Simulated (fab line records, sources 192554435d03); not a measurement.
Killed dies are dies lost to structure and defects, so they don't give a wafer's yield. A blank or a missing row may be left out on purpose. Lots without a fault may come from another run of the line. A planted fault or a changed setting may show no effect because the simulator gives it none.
fab line records | flow n5_finfet
record lots=12 wafers=36 last_day=18
route steps=1938 shown BEOL_M7@1319 BEOL_M8@1337 PASSIVATION@1936
lots that met no fault: from a run of the same line without faults
start_h: hours from the record's first day to the start of the lot's first wafer shown | wait_h: hours since the lot's step before | " the same as in the row above | L1.1+2: a row that stands for several wafers | - no value, or no start given | * or withheld: withheld | < > ~ a bound
route shown NAME@n: a module of which the file shows steps, and the number in the route of the first | usual: mean/standard deviation of fault-free wafers | same: alike in all rows | chamber/n: place in a boat | sites: the reading at each site | _std_site: their standard deviation | _edge_site: outer sites' mean less inner sites' | radius_mm: how far each site lies from the wafer's centre | mask NAME#n: copy n | behind: the tool/chamber that last shaped the wafer | hold: why the lot was held/for how many hours/how that ended | device: the transistor (n, p or np) that didn't switch | end of line: the same wafers' tests at the end of the route | a step without rows: its recipe alone | killed: dies lost to structure and defects at the first sort, not the wafer's yield | map: a wafer's dies, x killed, . not, _ none there
set.NAME: the setting as run; set.NAME@STEP: as run at that earlier step | model.NAME: the simulator's own value behind a step, which no gauge read
steps of the route over a sample of lots; a table a step, a row a wafer
services: from which hour (start_h, from the record's first day; less than 0 if before it) a tool's chamber was out of use, for how many hours, and why
## steps
# step N5_BEOL_M7_PRE_CLEAN_45
# recipe gas=H2/He time_s=30 temp_c=250
# usual heater_power_w=318/29
# columns lot.wafer tool chamber start_h wait_h heater_power_w
L989.3 pvd_sputter-03 - 245.79 0.0 321
L989.4 " - " " 310
L989.5 " - " " 280
L991.1 pvd_sputter-03 - 245.87 0.0 312
L991.3 " - " " 283
L991.6 " - " " 290
L985.1 pvd_sputter-03 - 246.31 0.0 292
L985.5 " - " " 298
L985.6 " - " " 287
L993.1 pvd_sputter-03 - 254.84 0.0 322
L993.2 " - " " 277
L993.4 " - " " 317
L994.1 pvd_sputter-02 - 264.57 0.0 372
L994.2 " - " " 293
L994.4 " - " " 299
L995.1 pvd_sputter-03 - 266.29 0.0 318
L995.2 " - " " 332
L995.6 " - " " 285
L996.2 pvd_sputter-01 - 266.81 0.0 317
L996.3 " - " " 313
L996.6 " - " " 328
L997.1 pvd_sputter-01 - 285.80 0.0 318
L997.3 " - " " 335
L997.6 " - " " 330
L999.2 pvd_sputter-02 - 306.93 0.0 291
L999.3 " - " " 294
L999.5 " - " " 368
L103.3 pvd_sputter-03 - 316.80 0.0 310
L103.4 " - " " 327
L103.6 " - " " 324
L105.1 pvd_sputter-01 - 346.80 0.0 319
L105.2 " - " " 328
L105.5 " - " " 312
L108.2 pvd_sputter-02 - 356.17 0.0 290
L108.4 " - " " 362
L108.5 " - " " 299
# step N5_BEOL_M7_SURFACE_TREAT_79
# recipe gas=Ar time_s=* ion_energy_ev=* ion_current_ma_cm2=0.5 pressure_mtorr=* ar_flow_sccm=30
# usual pressure_mtorr=* throttle_valve_pct=*
# columns lot.wafer tool chamber start_h wait_h pressure_mtorr throttle_valve_pct
L989.3 pvd_sputter-02 - 246.13 0.2 * *
L989.4 " - " " * *
L989.5 " - " " * *
L991.1 pvd_sputter-03 - 246.21 0.2 * *
L991.3 " - " " * *
L991.6 " - " " * *
L985.1 pvd_sputter-02 - 246.70 0.2 * *
L985.5 " - " " * *
L985.6 " - " " * *
L993.1 pvd_sputter-03 - 255.20 0.2 * *
L993.2 " - " " * *
L993.4 " - " " * *
L994.1 pvd_sputter-02 - 264.99 0.2 * *
L994.2 " - " " * *
L994.4 " - " " * *
L995.1 pvd_sputter-01 - 266.69 0.2 * *
L995.2 " - " " * *
L995.6 " - " " * *
L996.2 pvd_sputter-02 - 267.17 0.2 * *
L996.3 " - " " * *
L996.6 " - " " * *
L997.1 pvd_sputter-03 - 286.25 0.3 * *
L997.3 " - " " * *
L997.6 " - " " * *
L999.2 pvd_sputter-01 - 307.54 0.4 * *
L999.3 " - " " * *
L999.5 " - " " * *
L103.3 pvd_sputter-03 - 317.28 0.3 * *
L103.4 " - " " * *
L103.6 " - " " * *
L105.1 pvd_sputter-03 - 347.22 0.2 * *
L105.2 " - " " * *
L105.5 " - " " * *
L108.2 pvd_sputter-02 - 356.57 0.2 * *
L108.4 " - " " * *
L108.5 " - " " * *
# step N5_BEOL_M7_CMP_52
# recipe stop_on=SiCOH_lowk t_overpolish_s=6.9 down_force_psi=1 platen_rpm=50 clearing_platen_down_force_psi=1.5 clearing_platen_rpm=50 post_cmp_clean=cu_alkaline target_thk_nm=80 clearing_platen_pad_velocity_m_s=0.99484 pad_velocity_m_s=0.99484
# usual barrier_field_endpoint_s=28.8/0.77 motor_current_A=6.2/0.48 overpolish_run_s=6.901/0.0087 time_to_endpoint_s=62/3.3
# columns lot.wafer tool chamber start_h wait_h barrier_field_endpoint_s motor_current_A overpolish_run_s time_to_endpoint_s
L989.4 cmp-04 0 247.28 0.1 29.2 6.9 6.902 61
L989.3 " 3 " " 29.1 5.9 6.891 61
L989.5 " 0 " " 28.5 7.0 6.919 63
L991.1 cmp-02 3 247.92 0.3 28.3 5.8 6.894 65
L991.3 " 0 " " 28.1 6.4 6.900 59
L991.6 " 2 " " 27.5 6.1 6.911 56
L985.1 cmp-02 2 248.36 0.3 27.2 6.2 6.897 54
L985.5 " 0 " " 27.8 6.9 6.909 63
L985.6 " 1 " " 28.4 5.7 6.896 59
L993.4 cmp-01 2 255.96 0.1 29.0 5.2 6.901 63
L993.2 " 3 " " 29.8 6.9 6.898 65
L993.1 " 0 " " 28.8 6.5 6.897 62
L994.2 cmp-04 0 266.69 0.3 28.9 6.6 6.901 58
L994.1 " 2 " " 27.6 6.6 6.898 57
L994.4 " 3 " " 28.1 5.9 6.885 60
L995.2 cmp-04 2 267.71 0.2 27.8 6.7 6.907 58
L995.1 " 0 " " 28.6 6.7 6.916 59
L995.6 " 2 " " 28.0 6.4 6.893 60
L996.3 cmp-02 3 268.12 0.2 29.0 5.8 6.898 66
L996.2 " 1 " " 28.6 5.8 6.887 56
L996.6 " 2 " " 28.3 5.7 6.919 54
L997.3 cmp-02 2 287.16 0.2 27.2 5.7 6.924 57
L997.1 " 0 " " 28.5 6.3 6.897 60
L997.6 " 3 " " 29.0 5.8 6.882 62
L999.3 cmp-04 0 309.09 0.2 28.5 6.7 6.902 63
L999.2 " 1 " " 29.3 6.4 6.896 69
L999.5 " 3 " " 28.8 5.9 6.914 63
L103.3 cmp-04 1 318.32 0.2 30.3 6.1 6.885 69
L103.4 " 2 " " 28.2 6.5 6.907 60
L103.6 " 2 " " 28.5 6.8 6.918 59
L105.2 cmp-01 2 348.17 0.3 28.6 5.2 6.899 63
L105.1 " 3 " " 29.4 6.5 6.911 65
L105.5 " 1 " " 30.1 5.6 6.901 65
L108.2 cmp-01 3 357.34 0.2 29.4 6.5 6.906 63
L108.4 " 2 " " 29.2 5.5 6.900 62
L108.5 " 3 " " 30.1 6.6 6.887 62
# step N5_BEOL_M8_COAT_59
# recipe resist=SOC temp_c=250 time_s=60 spin_rpm=1500 resist_thk_nm=100
# usual exhaust_pa=44.9/0.76 spin_speed_rpm=1500.1/1.1
# columns lot.wafer tool chamber start_h wait_h exhaust_pa spin_speed_rpm
L989.3 litho_track-01 0 251.98 0.1 44.9 1500.6
L989.4 " 0 " " 43.5 1500.2
L989.5 " 0 " " 44.9 1501.2
L991.1 litho_track-01 0 252.07 0.1 43.6 1499.7
L991.3 " 0 " " 45.0 1502.0
L991.6 " 0 " " 45.9 1500.7
L985.1 litho_track-01 0 252.21 0.1 45.0 1499.2
L985.5 " 0 " " 44.8 1501.5
L985.6 " 0 " " 44.3 1500.3
L993.1 litho_track-01 0 257.88 0.1 45.0 1501.2
L993.2 " 0 " " 45.8 1499.4
L993.4 " 0 " " 46.3 1500.6
L994.1 litho_track-02 0 268.48 0.1 44.7 1500.7
L994.2 " 0 " " 43.4 1500.6
L994.4 " 0 " " 44.4 1499.6
L995.1 litho_track-01 0 270.73 0.1 44.7 1501.1
L995.2 " 0 " " 46.3 1500.1
L995.6 " 0 " " 45.6 1499.8
L996.2 litho_track-03 0 270.82 0.1 44.4 1501.9
L996.3 " 0 " " 44.5 1500.5
L996.6 " 0 " " 43.9 1501.3
L997.1 litho_track-03 0 289.35 0.1 45.4 1500.0
L997.3 " 0 " " 44.4 1498.6
L997.6 " 0 " " 46.1 1500.7
L999.2 litho_track-01 0 310.74 0.1 44.2 1500.6
L999.3 " 0 " " 43.8 1500.3
L999.5 " 0 " " 44.6 1500.9
L103.3 litho_track-01 0 321.36 0.1 45.5 1540.4
L103.4 " 0 " " 45.3 1539.5
L103.6 " 0 " " 45.4 1541.2
L105.1 litho_track-01 0 349.55 0.1 44.9 1539.0
L105.2 " 0 " " 45.5 1539.4
L105.5 " 0 " " 44.7 1538.9
L108.2 litho_track-02 0 362.35 0.1 46.1 1499.4
L108.4 " 0 " " 45.1 1500.8
L108.5 " 0 " " 45.6 1500.6
# step N5_PASSIVATION_PROBE_49
# usual defect_limited_yield=91.7/1.5 killed_at_M0_to_M3=32/10 killed_at_M4_up=14/5.3 killed_at_contacts=13/5.7 killed_at_front_end=37/10 killed_at_other=3.3/2.5 killed_dies=98/18 killed_open=65/13 killed_short=31/7.5 sort_bin_5_function=4.9/0.91 sort_bin_6_memory=3.1/0.71 sort_bin_8_speed=0.00/0.017 sort_n_pass=1082/18 sort_yield_pct=91.7/1.5
# same gross_dies=1180 killed_at_back_side=0 sort_bin_4_leakage[%]=0
# columns lot.wafer tool chamber start_h wait_h defect_limited_yield[%] killed_at_M0_to_M3 killed_at_M4_up killed_at_contacts killed_at_front_end killed_at_other killed_dies killed_open killed_short sort_bin_5_function[%] sort_bin_6_memory[%] sort_bin_8_speed[%] sort_n_pass sort_yield_pct[%]
L989.3 prober-01 - 322.60 0.1 92.6 33 10 6 36 2 87 59 28 4.2 3.0 0 1093 92.6
L989.4 prober-01 - 322.65 0.2 92.0 28 17 16 32 1 94 69 22 4.3 3.5 0 1086 92.0
L989.5 prober-01 - 322.70 0.2 90.8 43 9 13 44 0 109 81 27 5.3 4.0 0 1071 90.8
L991.1 prober-02 - 327.90 0.0 91.0 21 17 20 45 3 106 70 35 5.5 3.1 0 1074 91.0
L991.3 prober-02 - 328.00 0.1 91.4 20 24 10 43 5 102 70 28 3.9 4.3 0 1078 91.4
L991.6 prober-02 - 328.15 0.3 92.3 20 14 18 36 3 91 58 31 4.4 3.1 0 1089 92.3
L985.1 prober-01 - 331.77 0.0 90.6 34 18 11 44 4 111 80 28 5.0 4.1 0.08 1069 90.6
L985.5 prober-01 - 331.97 0.2 92.4 13 29 11 34 3 90 62 26 4.7 2.7 0 1090 92.4
L985.6 prober-01 - 332.02 0.3 91.9 13 20 9 50 3 95 68 25 3.9 4.1 0 1085 91.9
L993.1 prober-01 - 332.95 0.0 92.3 32 10 10 39 0 91 60 30 4.8 2.5 0 1089 92.3
L993.2 prober-01 - 333.00 0.1 91.5 31 12 9 48 0 100 59 41 5.4 2.7 0 1080 91.5
L993.4 prober-01 - 333.10 0.2 93.0 27 9 6 39 2 83 43 39 3.5 3.3 0 1097 93.0
L995.1 prober-02 - 337.00 0.0 91.7 35 8 16 38 1 98 72 25 4.7 3.3 0 1082 91.7
L995.2 prober-02 - 337.05 0.1 88.0 51 23 30 36 2 142 96 44 6.1 5.8 0 1038 88.0
L995.6 prober-02 - 337.25 0.3 90.5 33 10 28 36 5 112 76 31 5.5 3.2 0 1068 90.5
L994.1 prober-01 - 342.09 0.0 91.5 23 8 14 50 5 100 52 47 4.8 3.1 0 1080 91.5
L994.2 prober-01 - 342.14 0.1 89.8 38 14 13 53 2 120 71 47 6.1 3.6 0 1060 89.8
L994.4 prober-01 - 342.24 0.2 92.2 27 10 10 43 2 92 65 27 5.2 2.4 0 1088 92.2
L996.2 prober-01 - 342.45 0.1 91.4 37 18 13 26 7 101 59 37 6.0 2.0 0 1079 91.4
L996.3 prober-01 - 342.50 0.1 91.7 29 10 12 42 5 98 58 37 4.7 3.1 0 1082 91.7
L996.6 prober-01 - 342.65 0.3 92.9 27 15 21 16 5 84 61 23 4.0 2.9 0 1096 92.9
L997.1 prober-02 - 360.48 0.0 88.8 39 16 22 51 4 132 79 46 6.4 3.7 0 1048 88.8
L997.3 prober-02 - 360.58 0.1 90.4 38 15 14 45 1 113 76 32 5.8 3.4 0 1067 90.4
L997.6 prober-02 - 360.73 0.3 91.8 37 14 19 24 3 97 66 29 4.8 3.2 0 1083 91.8
L999.2 prober-01 - 382.35 0.1 92.9 14 17 6 43 4 84 45 28 4.1 2.6 0 1096 92.9
L999.3 prober-01 - 382.40 0.1 92.5 22 16 14 32 4 88 60 26 4.6 2.5 0 1092 92.5
L999.5 prober-01 - 382.50 0.2 92.9 27 26 10 18 3 84 56 24 4.3 2.5 0 1096 92.9
L103.3 prober-02 - 399.07 0.1 94.7 26 10 13 11 3 63 42 21 3.1 2.0 0 1117 94.7
L103.4 prober-02 - 399.12 0.2 93.3 36 9 10 23 1 79 47 32 3.5 3.1 0 1101 93.3
L103.6 prober-02 - 399.22 0.3 91.9 32 11 12 38 2 95 66 29 4.7 3.4 0 1085 91.9
L105.1 prober-02 - 428.77 0.1 94.3 20 8 3 33 3 67 41 20 2.9 2.2 0 1113 94.3
L105.2 prober-02 - 428.82 0.2 92.8 37 12 8 26 2 85 55 29 4.7 2.1 0 1095 92.8
L105.5 prober-02 - 428.97 0.3 93.9 18 9 8 33 4 72 43 28 3.2 2.5 0 1108 93.9
L108.2 prober-01 - 432.68 0.1 94.7 17 17 7 22 0 63 44 19 3.5 1.8 0 1117 94.7
L108.4 prober-01 - 432.78 0.2 92.9 22 13 18 28 3 84 64 19 4.3 2.5 0 1096 92.9
L108.5 prober-01 - 432.83 0.2 92.4 29 25 14 21 1 90 53 37 4.7 2.8 0 1090 92.4
# killed by level:class
L989.3 BEOL_M2:geometric_particle:open=12 FIN_SAQP:geometric_particle:open=8 FIN_SAQP:geometric_particle:short=6 MOL_CONTACT_COAG:geometric_particle:open=6 BEOL_M1:geometric_particle:open=6 BEOL_M0_SAQP:geometric_particle:short=5 BEOL_M4:geometric_particle:open=5 DUMMY_GATE:geometric_particle:open=4
L989.4 MOL_CONTACT_COAG:geometric_particle:open=11 BEOL_M2:geometric_particle:open=10 BEOL_M4:geometric_particle:open=9 STI_FIN_REVEAL:geometric_particle:open=8 FIN_SAQP:geometric_particle:open=7 MOL_CONTACT_COAG:geometric_particle:short=5 BEOL_M0_SAQP:geometric_particle:open=5 BEOL_M1:geometric_particle:short=4
L989.5 FIN_SAQP:geometric_particle:open=17 BEOL_M1:geometric_particle:open=14 BEOL_M2:geometric_particle:open=11 MOL_CONTACT_COAG:geometric_particle:open=10 FIN_SAQP:geometric_particle:short=7 GATE_CUT:geometric_particle:open=6 BEOL_M2:geometric_particle:short=5 BEOL_M4:geometric_particle:open=5
L991.1 MOL_CONTACT_COAG:geometric_particle:open=14 GATE_CUT:geometric_particle:short=11 DUMMY_GATE:geometric_particle:open=11 FIN_SAQP:geometric_particle:open=7 MOL_CONTACT_COAG:geometric_particle:short=6 BEOL_M4:geometric_particle:open=6 BEOL_M2:geometric_particle:open=5 BEOL_M0_SAQP:geometric_particle:open=4
L991.3 BEOL_M4:geometric_particle:open=16 DUMMY_GATE:geometric_particle:open=10 MOL_CONTACT_COAG:geometric_particle:open=8 BEOL_M2:geometric_particle:open=8 FIN_SAQP:geometric_particle:short=6 BEOL_M0_SAQP:geometric_particle:open=6 GATE_CUT:geometric_particle:short=5 FIN_SAQP:geometric_particle:open=4
L991.6 MOL_CONTACT_COAG:geometric_particle:open=17 BEOL_M4:geometric_particle:open=8 FIN_SAQP:geometric_particle:short=7 GATE_CUT:geometric_particle:short=7 BEOL_M2:geometric_particle:open=7 BEOL_M0_SAQP:geometric_particle:open=5 STI_FIN_REVEAL:geometric_particle:open=5 FIN_SAQP:geometric_particle:open=4
L985.1 FIN_SAQP:geometric_particle:open=11 BEOL_M4:geometric_particle:open=11 MOL_CONTACT_COAG:geometric_particle:open=9 BEOL_M1:geometric_particle:open=9 STI_FIN_REVEAL:geometric_particle:open=8 DUMMY_GATE:geometric_particle:open=6 BEOL_M0_SAQP:geometric_particle:open=6 BEOL_M2:geometric_particle:short=6
L985.5 BEOL_M4:geometric_particle:open=12 FIN_SAQP:geometric_particle:short=7 FIN_SAQP:geometric_particle:open=7 STI_FIN_REVEAL:geometric_particle:open=7 MOL_CONTACT_COAG:geometric_particle:open=7 BEOL_M5:geometric_particle:open=7 MOL_CONTACT_COAG:geometric_particle:short=4 BEOL_M3:geometric_particle:open=4
L985.6 BEOL_M4:geometric_particle:open=12 STI_FIN_REVEAL:geometric_particle:open=11 DUMMY_GATE:geometric_particle:open=11 MOL_CONTACT_COAG:geometric_particle:open=8 FIN_SAQP:geometric_particle:open=7 FIN_SAQP:geometric_particle:short=5 BEOL_M4:geometric_particle:short=4 BEOL_M1:geometric_particle:short=3
L993.1 FIN_SAQP:geometric_particle:short=13 BEOL_M3:geometric_particle:open=9 STI_FIN_REVEAL:geometric_particle:open=8 MOL_CONTACT_COAG:geometric_particle:open=8 BEOL_M1:geometric_particle:open=7 FIN_SAQP:geometric_particle:open=5 BEOL_M0_SAQP:geometric_particle:open=4 BEOL_M0_SAQP:geometric_particle:short=4
L993.2 FIN_SAQP:geometric_particle:short=17 STI_FIN_REVEAL:geometric_particle:open=10 BEOL_M0_SAQP:geometric_particle:short=9 FIN_SAQP:geometric_particle:open=8 BEOL_M0_SAQP:geometric_particle:open=8 MOL_CONTACT_COAG:geometric_particle:open=7 BEOL_M2:geometric_particle:open=7 BEOL_M4:geometric_particle:open=5
L993.4 FIN_SAQP:geometric_particle:short=10 STI_FIN_REVEAL:geometric_particle:open=9 MOL_CONTACT_COAG:geometric_particle:open=6 BEOL_M0_SAQP:geometric_particle:short=6 GATE_CUT:geometric_particle:short=4 STARTING-WAFER:geometric_particle:short=4 FIN_SAQP:geometric_particle:open=3 BEOL_M0_SAQP:geometric_particle:open=3
L995.1 MOL_CONTACT_COAG:geometric_particle:open=11 STI_FIN_REVEAL:geometric_particle:open=9 DUMMY_GATE:geometric_particle:open=9 BEOL_M1:geometric_particle:open=8 BEOL_M2:geometric_particle:open=7 BEOL_M3:geometric_particle:open=6 FIN_SAQP:geometric_particle:open=5 MOL_CONTACT_COAG:geometric_particle:short=5
L995.2 MOL_CONTACT_COAG:geometric_particle:open=22 BEOL_M3:geometric_particle:open=17 BEOL_M4:geometric_particle:open=11 MOL_CONTACT_COAG:geometric_particle:short=8 BEOL_M1:geometric_particle:open=7 GATE_CUT:geometric_particle:short=7 BEOL_M0_SAQP:geometric_particle:short=6 BEOL_M2:geometric_particle:open=6
L995.6 MOL_CONTACT_COAG:geometric_particle:open=24 DUMMY_GATE:geometric_particle:open=7 BEOL_M4:geometric_particle:open=7 BEOL_M0:geometric_particle:open=6 BEOL_M1:geometric_particle:open=6 BEOL_M2:geometric_particle:open=6 BEOL_M0_SAQP:geometric_particle:short=5 BEOL_M3:geometric_particle:open=5
L994.1 FIN_SAQP:geometric_particle:short=12 MOL_CONTACT_COAG:geometric_particle:open=12 FIN_SAQP:geometric_particle:open=7 DUMMY_GATE:geometric_particle:open=7 STARTING-WAFER:geometric_particle:short=7 STI_FIN_REVEAL:geometric_particle:open=6 BEOL_M0_SAQP:geometric_particle:short=6 BEOL_M3:geometric_particle:short=5
L994.2 FIN_SAQP:geometric_particle:short=22 MOL_CONTACT_COAG:geometric_particle:open=12 BEOL_M0_SAQP:geometric_particle:open=10 BEOL_M0_SAQP:geometric_particle:short=9 FIN_SAQP:geometric_particle:open=7 STI_FIN_REVEAL:geometric_particle:open=6 BEOL_M1:geometric_particle:open=6 BEOL_M6:geometric_particle:open=6
L994.4 STI_FIN_REVEAL:geometric_particle:open=14 FIN_SAQP:geometric_particle:short=10 MOL_CONTACT_COAG:geometric_particle:open=10 FIN_SAQP:geometric_particle:open=6 BEOL_M0_SAQP:geometric_particle:short=6 BEOL_M0_SAQP:geometric_particle:open=6 BEOL_M1:geometric_particle:open=6 BEOL_M2:geometric_particle:open=3
L996.2 BEOL_M0_SAQP:geometric_particle:open=12 BEOL_M0_SAQP:geometric_particle:short=11 MOL_CONTACT_COAG:geometric_particle:open=10 DUMMY_GATE:geometric_particle:open=6 BEOL_M3:geometric_particle:open=6 BEOL_M4:geometric_particle:open=6 STARTING-WAFER:geometric_particle:short=6 HKMG_FIN:area_etch=4
L996.3 FIN_SAQP:geometric_particle:open=12 BEOL_M0_SAQP:geometric_particle:short=11 MOL_CONTACT_COAG:geometric_particle:open=8 FIN_SAQP:geometric_particle:short=7 BEOL_M0_SAQP:geometric_particle:open=7 STI_FIN_REVEAL:geometric_particle:open=6 STI_FIN_REVEAL:geometric_particle:short=5 BEOL_M0:geometric_particle:open=4
L996.6 MOL_CONTACT_COAG:geometric_particle:open=17 BEOL_M0_SAQP:geometric_particle:open=10 BEOL_M4:geometric_particle:open=10 BEOL_M0_SAQP:geometric_particle:short=8 MOL_CONTACT_COAG:geometric_particle:short=4 BEOL_M5:geometric_particle:open=4 FIN_SAQP:geometric_particle:open=3 STI_FIN_REVEAL:geometric_particle:open=3
L997.1 FIN_SAQP:geometric_particle:open=15 MOL_CONTACT_COAG:geometric_particle:open=13 MOL_CONTACT_COAG:geometric_particle:short=9 FIN_SAQP:geometric_particle:short=8 BEOL_M0_SAQP:geometric_particle:short=8 BEOL_M1:geometric_particle:open=7 BEOL_M0_SAQP:geometric_particle:open=5 BEOL_M0:geometric_particle:open=4
L997.3 BEOL_M1:geometric_particle:open=14 FIN_SAQP:geometric_particle:open=12 MOL_CONTACT_COAG:geometric_particle:open=12 BEOL_M0_SAQP:geometric_particle:short=7 BEOL_M4:geometric_particle:open=7 DUMMY_GATE:geometric_particle:open=6 BEOL_M0_SAQP:geometric_particle:open=5 BEOL_M1:geometric_particle:short=5
L997.6 MOL_CONTACT_COAG:geometric_particle:open=15 BEOL_M0_SAQP:geometric_particle:open=11 BEOL_M1:geometric_particle:open=10 FIN_SAQP:geometric_particle:open=7 BEOL_M0_SAQP:geometric_particle:short=7 FIN_SAQP:geometric_particle:short=5 BEOL_M4:geometric_particle:open=5 STI_FIN_REVEAL:geometric_particle:open=4
L999.2 FIN_SAQP:geometric_particle:open=11 FIN_SAQP:geometric_particle:short=8 BEOL_M1:geometric_particle:open=6 STI_FIN_REVEAL:geometric_particle:open=5 BEOL_M4:geometric_particle:open=5 HKMG_FIN:area_etch=5 MOL_CONTACT_COAG:geometric_particle:short=4 BEOL_M5:geometric_particle:open=4
L999.3 MOL_CONTACT_COAG:geometric_particle:open=10 FIN_SAQP:geometric_particle:open=8 STI_FIN_REVEAL:geometric_particle:open=7 GATE_CUT:geometric_particle:short=7 BEOL_M2:geometric_particle:open=7 BEOL_M0_SAQP:geometric_particle:open=5 MOL_CONTACT_COAG:geometric_particle:short=4 BEOL_M1:geometric_particle:open=4
L999.5 BEOL_M4:geometric_particle:open=12 BEOL_M1:geometric_particle:open=9 MOL_CONTACT_COAG:geometric_particle:open=7 FIN_SAQP:geometric_particle:open=6 BEOL_M7:geometric_particle:open=6 MOL_CONTACT_COAG:geometric_particle:short=3 BEOL_M0_SAQP:geometric_particle:short=3 BEOL_M0_SAQP:geometric_particle:open=3
L103.3 MOL_CONTACT_COAG:geometric_particle:open=11 BEOL_M2:geometric_particle:open=7 BEOL_M4:geometric_particle:open=6 BEOL_M0_SAQP:geometric_particle:short=5 BEOL_M0_SAQP:geometric_particle:open=5 DUMMY_GATE:geometric_particle:open=4 BEOL_M1:geometric_particle:open=3 FIN_SAQP:geometric_particle:short=2
L103.4 BEOL_M2:geometric_particle:open=11 MOL_CONTACT_COAG:geometric_particle:open=9 BEOL_M0_SAQP:geometric_particle:short=9 BEOL_M0_SAQP:geometric_particle:open=6 FIN_SAQP:geometric_particle:short=5 BEOL_M2:geometric_particle:short=5 DUMMY_GATE:geometric_particle:open=4 BEOL_M4:geometric_particle:open=4
L103.6 STI_FIN_REVEAL:geometric_particle:open=16 BEOL_M2:geometric_particle:open=10 MOL_CONTACT_COAG:geometric_particle:open=9 BEOL_M0_SAQP:geometric_particle:open=7 BEOL_M4:geometric_particle:open=7 BEOL_M0_SAQP:geometric_particle:short=5 GATE_CUT:geometric_particle:short=4 BEOL_M1:geometric_particle:open=4
L105.1 BEOL_M2:geometric_particle:open=6 FIN_SAQP:geometric_particle:short=4 GATE_CUT:geometric_particle:short=4 BEOL_M3:geometric_particle:open=4 STARTING-WAFER:geometric_particle:open=4 STI_FIN_REVEAL:geometric_particle:open=3 BEOL_M0:geometric_particle:open=3 STARTING-WAFER:geometric_particle:short=3
L105.2 BEOL_M2:geometric_particle:open=10 MOL_CONTACT_COAG:geometric_particle:open=7 BEOL_M1:geometric_particle:open=7 GATE_CUT:geometric_particle:open=6 BEOL_M2:geometric_particle:short=6 GATE_CUT:geometric_particle:short=5 BEOL_M3:geometric_particle:open=5 BEOL_M0_SAQP:geometric_particle:short=4
L105.5 FIN_SAQP:geometric_particle:open=9 FIN_SAQP:geometric_particle:short=9 BEOL_M2:geometric_particle:open=8 MOL_CONTACT_COAG:geometric_particle:open=7 BEOL_M0_SAQP:geometric_particle:short=5 GATE_CUT:geometric_particle:short=4 DUMMY_GATE:geometric_particle:open=2 GATE_CUT:geometric_particle:open=2
L108.2 BEOL_M4:geometric_particle:open=13 ILD0:geometric_particle:short=5 MOL_CONTACT_COAG:geometric_particle:open=5 BEOL_M3:geometric_particle:open=5 ILD0:geometric_particle:open=4 BEOL_M0_SAQP:geometric_particle:short=4 STI_FIN_REVEAL:geometric_particle:open=3 DUMMY_GATE:geometric_particle:open=3
L108.4 MOL_CONTACT_COAG:geometric_particle:open=16 BEOL_M1:geometric_particle:open=8 BEOL_M2:geometric_particle:open=6 BEOL_M4:geometric_particle:open=5 STI_FIN_REVEAL:geometric_particle:open=4 DUMMY_GATE:geometric_particle:open=4 GATE_CUT:geometric_particle:short=4 BEOL_M0_SAQP:geometric_particle:open=4
L108.5 BEOL_M4:geometric_particle:open=15 BEOL_M0_SAQP:geometric_particle:short=9 MOL_CONTACT_COAG:geometric_particle:open=8 FIN_SAQP:geometric_particle:short=7 MOL_CONTACT_COAG:geometric_particle:short=6 BEOL_M2:geometric_particle:open=5 BEOL_M3:geometric_particle:open=5 ILD0:geometric_particle:short=4
## services
# columns tool chamber start_h hours kind
cmp-01 - 223.51 9.1 repair
cmp-01 - 256.89 4.0 pm
litho_track-03 - 257.94 - consumable_replace:filter
cmp-01 - 260.89 - consumable_replace:conditioner
cmp-01 - 260.89 - consumable_replace:pad
cmp-01 - 264.15 4.2 pm
cmp-04 - 276.61 1.3 repair
litho_track-01 - 307.21 - consumable_replace:filter
cmp-04 - 343.77 13.2 pm
cmp-02 - 349.16 6.5 repair
pvd_sputter-03 - 350.34 3.1 repair
cmp-04 - 359.60 0.8 repair
## key
first_sign step=N5_BEOL_M8_COAT_59 reading=spin_speed_rpm direction=up sigmas=37 usual=* struck=*
effect none on later readings
met_at N5_BEOL_M8_COAT_59
struck_lots L103,L105
not_acting_at N5_BEOL_M7_PRE_CLEAN_45,N5_BEOL_M7_SURFACE_TREAT_79,N5_BEOL_M7_CMP_52
onset_between 310.74 321.36
fault kind=process_parameter_drift tool=litho_track-01 chamber=- onset_h=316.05 steps=N5_BEOL_M8_COAT_59 channel=spin_rpm offset=* shape=step end_h=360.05 acts_in=* stated=*
